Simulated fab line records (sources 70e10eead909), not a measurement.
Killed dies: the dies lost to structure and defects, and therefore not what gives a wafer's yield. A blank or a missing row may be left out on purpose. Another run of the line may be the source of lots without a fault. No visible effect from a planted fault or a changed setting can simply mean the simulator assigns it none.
Which tool is to blame? | flow nand_harc | 72 wafers from 24 lots sampled at 3 of the route's 1302 steps

## WHAT EACH GAUGE READ, for each wafer
NHARC_P_M2_INSPECT_27. Usual: raw_defect_count reads 278 (standard deviation 98).
lot  | measured     | on                | raw_defect_count | flag
L074 | day 6 07:58  | defect_inspect-01 | 137 279 166      |
L075 | day 6 23:31  | defect_inspect-02 | 315 376 209      |
L076 | day 7 02:56  | defect_inspect-02 | 210 459 320      |
L077 | day 7 18:13  | defect_inspect-02 | 244 376 338      |
L078 | day 8 03:25  | defect_inspect-01 | 289 214 209      |
L079 | day 8 13:38  | defect_inspect-01 | 189 177 259      |
L080 | day 9 03:52  | defect_inspect-01 | 219 300 267      |
L081 | day 9 18:14  | defect_inspect-02 | 307 201 240      |
L082 | day 9 21:40  | defect_inspect-01 | 198 199 170      |
L083 | day 10 12:05 | defect_inspect-01 | 370 253 214      |
L085 | day 11 03:29 | defect_inspect-01 | 298 217 227      |
L084 | day 11 03:39 | defect_inspect-02 | 761 275 261      |
L086 | day 11 14:13 | defect_inspect-02 | 218 218 287      |
L088 | day 12 10:47 | defect_inspect-01 | 240 455 402      |
L087 | day 12 11:54 | defect_inspect-01 | 174 215 259      |
L089 | day 12 22:53 | defect_inspect-02 | 275 257 237      |
L090 | day 13 05:59 | defect_inspect-01 | 182 177 124      |
L091 | day 13 17:08 | defect_inspect-01 | 528 432 238      |
L092 | day 14 04:05 | defect_inspect-01 | 411 494 262      |
L093 | day 14 05:01 | defect_inspect-01 | 306 251 437      |
L094 | day 14 15:32 | defect_inspect-01 | 399 299 222      |
L095 | day 15 04:47 | defect_inspect-02 | 352 291 553      |
L096 | day 15 19:17 | defect_inspect-02 | 211 226 326      |
L097 | day 16 03:11 | defect_inspect-02 | 318 251 181      |

NHARC_A_ONON_D1_THK_MEAS_08: measures by ellipsometry. Usual: thk_nm reads 1003 nm (standard deviation 9.9).
lot  | measured     | on            | thk_nm (nm)    | flag
L074 | day 7 12:18  | film_metro-01 | 1002 1004 1002 |
L075 | day 8 05:20  | film_metro-01 | 1000 1002 1001 |
L076 | day 8 10:32  | film_metro-01 | 993 993 994    |
L077 | day 9 00:20  | film_metro-02 | 997 997 998    |
L078 | day 9 08:59  | film_metro-02 | 1007 1006 1007 |
L079 | day 10 00:17 | film_metro-01 | 1000 999 1000  |
L080 | day 10 08:56 | film_metro-01 | 1009 1009 1008 |
L081 | day 11 03:27 | film_metro-01 | 1011 1011 1011 |
L082 | day 11 03:26 | film_metro-01 | 1006 1007 1007 |
L083 | day 11 19:32 | film_metro-01 | 1022 1024 1022 |
L085 | day 12 08:51 | film_metro-02 | 1032 1031 1033 |
L084 | day 12 08:31 | film_metro-02 | 1013 1012 1012 |
L086 | day 12 20:11 | film_metro-01 | 1000 1003 1001 |
L088 | day 13 19:11 | film_metro-01 | 1000 1001 1003 |
L087 | day 13 19:10 | film_metro-02 | 996 996 996    |
L089 | day 14 06:11 | film_metro-02 | 990 992 992    |
L090 | day 14 12:05 | film_metro-02 | 986 983 984    |
L091 | day 14 22:56 | film_metro-02 | 1004 1004 1003 |
L092 | day 15 11:04 | film_metro-02 | 993 994 993    |
L093 | day 15 11:04 | film_metro-01 | 998 999 997    |
L094 | day 15 21:38 | film_metro-01 | 1002 1004 1002 |
L095 | day 16 09:10 | film_metro-02 | 996 996 995    |
L096 | day 17 00:01 | film_metro-01 | 1013 1013 1011 |
L097 | day 17 08:34 | film_metro-02 | 1004 1004 1003 |

## WHICH TOOL RAN EACH LOT (tool, then ch and the chambers of the sampled wafers, then the start)
lot  | NHARC_A_ZERO_WELL_ETCH_13
L074 | rie_si-01 ch 0,1,2, day 6 14:14
L075 | rie_si-01 ch 2,3, day 7 05:46
L076 | rie_si-02 ch 1,2, day 7 09:11
L077 | rie_si-02 ch 0,1,2, day 8 00:55
L078 | rie_si-01 ch 0,3, day 8 09:33
L079 | rie_si-02 ch 1,2, day 8 19:40
L080 | rie_si-01 ch 0,3, day 9 10:10
L081 | rie_si-01 ch 2,3, day 10 00:20
L082 | rie_si-02 ch 0,2,3, day 10 03:50
L083 | rie_si-01 ch 0,1,2, day 10 18:40
L085 | rie_si-02 ch 0,1,3, day 11 10:30
L084 | rie_si-01 ch 0,1,2, day 11 09:44
L086 | rie_si-05 ch 1,2,3, day 11 20:29
L088 | rie_si-01 ch 0,2,3, day 12 17:11
L087 | rie_si-05 ch 0,2,3, day 12 18:10
L089 | rie_si-05 ch 0,2, day 13 05:29
L090 | rie_si-01 ch 0,3, day 13 12:16
L091 | rie_si-01 ch 1,2, day 13 23:14
L092 | rie_si-05 ch 1,2,3, day 14 12:13
L093 | rie_si-05 ch 1,2,3, day 14 12:25
L094 | rie_si-02 ch 0,1,2, day 14 21:46
L095 | rie_si-01 ch 1,3, day 15 11:02
L096 | rie_si-02 ch 0,2,3, day 16 01:22
L097 | rie_si-02 ch 0,2,3, day 16 09:11
- NHARC_A_ZERO_WELL_ETCH_13: etches the open film in HBr/Cl2, target depth 120 nm, time 40.1 s.

## AS READ BY THE TOOLS THEMSELVES (means over the sampled wafers that have a number; for cases with no such wafer, the mark the record gives instead)
NHARC_A_ZERO_WELL_ETCH_13. Usual: chamber_pressure_mTorr 14.999 mTorr, standard deviation 0.013; drypump_motor_current_A 5.9 A, standard deviation 0.5; oes_product_au 1.002 a.u., standard deviation 0.0083; throttle_valve_pct 26.406 %, standard deviation 0.0089.
lot  | tool      | chamber_pressure_mTorr (mTorr) | drypump_motor_current_A (A) | oes_product_au (a.u.) | throttle_valve_pct (%) | flag
L074 | rie_si-01 | 14.999                         | 5.6                         | 0.997                 | 26.405                 |
L075 | rie_si-01 | 14.989                         | 5.4                         | 1.008                 | 26.403                 |
L076 | rie_si-02 | 14.992                         | 6.3                         | 0.988                 | 26.405                 |
L077 | rie_si-02 | 14.992                         | 5.9                         | 1.005                 | 26.412                 |
L078 | rie_si-01 | 15.003                         | 6.3                         | 0.994                 | 26.407                 |
L079 | rie_si-02 | 15.002                         | 6.4                         | 0.997                 | 26.406                 |
L080 | rie_si-01 | 15.006                         | 6.2                         | 1.003                 | 26.409                 |
L081 | rie_si-01 | 14.999                         | 5.8                         | 1.004                 | 26.413                 |
L082 | rie_si-02 | 14.995                         | 5.7                         | 0.998                 | 26.401                 |
L083 | rie_si-01 | 15.012                         | 5.6                         | 1.004                 | 26.403                 |
L085 | rie_si-02 | 15.002                         | 5.6                         | 0.997                 | 26.411                 |
L084 | rie_si-01 | 15.004                         | 5.6                         | 1.007                 | 26.406                 |
L086 | rie_si-05 | 15.008                         | 5.8                         | 1.001                 | 26.416                 |
L088 | rie_si-01 | 15.022                         | 5.8                         | 1.000                 | 26.408                 |
L087 | rie_si-05 | 15.003                         | 6.2                         | 1.007                 | 26.396                 |
L089 | rie_si-05 | 14.993                         | 6.4                         | 0.998                 | 26.410                 |
L090 | rie_si-01 | 14.988                         | 6.2                         | 0.995                 | 26.410                 |
L091 | rie_si-01 | 14.993                         | 5.2                         | 1.006                 | 26.406                 |
L092 | rie_si-05 | 14.994                         | 5.8                         | 1.008                 | 26.410                 |
L093 | rie_si-05 | 14.998                         | 5.8                         | 1.001                 | 26.403                 |
L094 | rie_si-02 | 14.988                         | 5.9                         | 1.004                 | 26.399                 |
L095 | rie_si-01 | 14.996                         | 6.0                         | 1.002                 | 26.409                 |
L096 | rie_si-02 | 14.999                         | 5.8                         | 1.004                 | 26.405                 |
L097 | rie_si-02 | 14.998                         | 5.8                         | 1.005                 | 26.398                 |

## THE ANSWER, worked out from the rows above alone
Rule: a lot counts as off when the mean over its wafers that have a number is more than 3 standard deviations away from the usual mean. Also off: a lot with no number at a reading for which 4 or more lots have one. Any other lot the step has rows for is counted as sound. First the gauges in route order, then the tools' own readings, where a lot's mean is used as printed above. The first step at which some lot is off is used, and at that step the reading that is off furthest; a lot without a number counts as furthest.
No lot is off on any of the readings shown, so nothing can be concluded from this.

## WHAT HAD BEEN PUT IN BY THE SIMULATOR
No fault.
